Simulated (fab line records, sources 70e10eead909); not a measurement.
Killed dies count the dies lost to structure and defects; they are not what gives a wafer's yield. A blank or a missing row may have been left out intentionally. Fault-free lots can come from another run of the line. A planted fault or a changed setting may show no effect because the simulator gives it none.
Which tool is to blame? | flow nand_harc | route of 1302 steps, sampled at 1 step: 24 lots, 72 wafers

== WHAT EACH GAUGE READ, for each wafer ==
NHARC_A_SLIT_CD_MEAS_09: target cd 300 nm. Usual: cd_nm 300.0 nm, standard deviation 0.67.
lot  | measured     | on        | cd_nm (nm)        | flag
L075 | day 19 16:35 | cd_sem-01 | 298.5 299.1 300.6 |
L074 | day 19 17:58 | cd_sem-02 | 301.5 300.7 301.5 |
L076 | day 20 13:53 | cd_sem-03 | 299.8 299.4 299.7 |
L078 | day 21 00:49 | cd_sem-03 | 300.2 299.9 299.9 |
L077 | day 21 01:49 | cd_sem-02 | 300.5 301.3 300.4 |
L080 | day 21 16:19 | cd_sem-03 | 301.1 300.8 300.6 |
L079 | day 21 18:01 | cd_sem-03 | 300.2 300.5 299.0 |
L081 | day 22 17:55 | cd_sem-01 | 299.1 300.3 299.1 |
L083 | day 23 05:52 | cd_sem-03 | 300.9 301.2 300.3 |
L082 | day 23 09:29 | cd_sem-01 | 299.6 300.6 299.6 |
L085 | day 23 20:08 | cd_sem-03 | 299.8 300.2 299.8 |
L084 | day 23 22:37 | cd_sem-01 | 300.4 300.0 300.0 |
L087 | day 24 16:43 | cd_sem-03 | 299.8 300.0 300.0 |
L086 | day 24 17:21 | cd_sem-01 | 300.4 300.0 299.5 |
L088 | day 25 10:07 | cd_sem-01 | 300.2 300.4 299.7 |
L089 | day 25 10:16 | cd_sem-03 | 299.9 299.7 300.7 |
L091 | day 26 17:05 | cd_sem-03 | 299.7 299.5 299.6 |
L090 | day 26 17:14 | cd_sem-02 | 299.6 299.2 299.8 |
L092 | day 27 05:02 | cd_sem-01 | 300.0 298.5 298.9 |
L093 | day 27 05:16 | cd_sem-03 | 300.1 301.1 300.5 |
L094 | day 27 14:56 | cd_sem-03 | 299.9 300.0 298.3 |
L095 | day 28 12:47 | cd_sem-02 | 300.8 300.2 300.2 |
L096 | day 29 00:40 | cd_sem-01 | 299.9 299.4 299.9 |
L097 | day 29 03:50 | cd_sem-01 | 299.2 300.2 299.9 |

== EACH LOT AND THE TOOL THAT RAN IT (in order: tool; ch and the chambers of the sampled wafers; start) ==
There is no process step in the record ahead of these readings.

== WHAT THE TOOLS THEMSELVES READ (means of the sampled wafers that have a number; where no wafer has one, the mark that the record gives instead) ==
The record holds no such reading with a usual standard deviation.

== THE ANSWER, worked out from the rows above alone ==
Rule: a lot counts as off when the mean over its wafers that have a number is more than 3 standard deviations away from the usual mean. Also off: a lot with no number at a reading for which 4 or more lots have one. All remaining lots with rows at the step are treated as sound. First the gauges in route order, then the tools' own readings, where a lot's mean is used as printed above. At the first step where some lot is off, the reading lying furthest off is the one used; lots without a number count as furthest.
None of the lots is off at any reading shown; this tells nothing.

== WHAT WAS PUT IN BY THE SIMULATOR ==
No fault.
